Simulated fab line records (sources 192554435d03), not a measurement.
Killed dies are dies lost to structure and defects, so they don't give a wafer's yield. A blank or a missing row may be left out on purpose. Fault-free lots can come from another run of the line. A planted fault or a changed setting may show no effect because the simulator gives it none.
Matching of chambers    flow n5Finfet    rieDiel-02 running N5_MOL_CONTACT_COAG_ETCHBACK_135: 4 sister chambers
The step etches SiO2 in CHF3, target depth 25 nm, time 16.7 s. 36 wafers are shown with their chamber, then 12 later ones without.

WAFERS PAIRED WITH THEIR CHAMBERS
wafer   chamber  drypumpMotorCurrentA (A)  showerheadPlenumPTorr (Torr)  throttleValvePct (%)
L074.4  1        5.6                       2.41                          18.37
L074.5  2        5.8                       2.51                          18.51
L074.6  1        5.6                       2.41                          18.37
L076.1  3        4.8                       2.31                          18.73
L076.2  2        5.8                       2.51                          18.51
L076.3  0        5.8                       2.44                          18.39
L076.4  1        5.6                       2.41                          18.38
L076.5  1        5.6                       2.41                          18.38
L076.6  2        5.8                       2.51                          18.51
L077.2  3        4.7                       2.31                          18.75
L077.4  1        5.6                       2.41                          18.38
L077.5  1        5.6                       2.41                          18.37
L083.1  1        5.6                       2.40                          18.41
L083.2  0        5.8                       2.43                          18.42
L083.5  0        5.8                       2.43                          18.43
L084.1  0        5.8                       2.43                          18.43
L084.2  3        4.7                       2.30                          18.77
L084.3  2        5.7                       2.50                          18.55
L084.4  1        5.6                       2.40                          18.42
L084.5  2        5.8                       2.50                          18.56
L084.6  3        4.7                       2.30                          18.77
L085.2  1        5.6                       2.40                          18.43
L085.5  0        5.8                       2.43                          18.41
L085.6  1        5.6                       2.40                          18.41
L087.3  3        4.7                       2.30                          18.78
L087.4  1        5.6                       2.40                          18.41
L087.6  1        5.6                       2.40                          18.42
L088.3  0        5.8                       2.43                          18.44
L088.5  1        5.6                       2.40                          18.40
L088.6  0        5.8                       2.43                          18.45
L092.1  2        5.7                       2.50                          18.58
L092.3  3        4.7                       2.30                          18.79
L092.6  3        4.7                       2.30                          18.79
L093.2  0        5.8                       2.43                          18.46
L093.4  3        4.8                       2.30                          18.81
L093.6  0        5.8                       2.43                          18.47

SIGNATURES, as means of the wafers listed above
reading                chamber 0  chamber 1  chamber 2  chamber 3  scatter within a chamber
drypumpMotorCurrentA   5.800      5.600      5.767      4.725      0.0298
showerheadPlenumPTorr  2.4311     2.4046     2.5050     2.3025     0.00472
throttleValvePct       18.4333    18.3962    18.5367    18.7737    0.0249
Rule: a wafer lies at a distance from a chamber equal to the root of the sum of squares, over the readings, of (its reading less the chamber's mean, divided by the reading's scatter). If the next closest chamber is less than 2 further off than the closest, the wafer can't be placed; otherwise it belongs to the closest. How the scatter is found: for the shown wafers, subtract from each reading the mean of its chamber, square and add these, divide the total by (wafers less chambers), then take the root.

WAFERS MISSING THEIR CHAMBER
wafer   drypumpMotorCurrentA (A)  showerheadPlenumPTorr (Torr)  throttleValvePct (%)
L094.1  4.8                       2.30                          18.81
L094.2  5.8                       2.43                          18.47
L094.6  4.8                       2.30                          18.80
L096.1  5.6                       2.39                          18.45
L096.2  4.7                       2.29                          18.80
L096.3  5.7                       2.49                          18.57
L096.4  5.8                       2.42                          18.49
L096.5  5.8                       2.42                          18.48
L096.6  4.7                       2.29                          18.81
L097.1  5.7                       2.49                          18.58
L097.3  4.8                       2.29                          18.82
L097.5  5.8                       2.42                          18.48

WHICH CHAMBER EACH WENT THROUGH
wafer   from the rows above  in truth
L094.1  3                    3
L094.2  0                    0
L094.6  3                    3
L096.1  1                    1
L096.2  3                    3
L096.3  2                    2
L096.4  0                    0
L096.5  0                    0
L096.6  3                    3
L097.1  2                    2
L097.3  3                    3
L097.5  0                    0
Placed correctly: 12 of 12. Can't be placed from these rows: 0. Placed wrongly: 0.
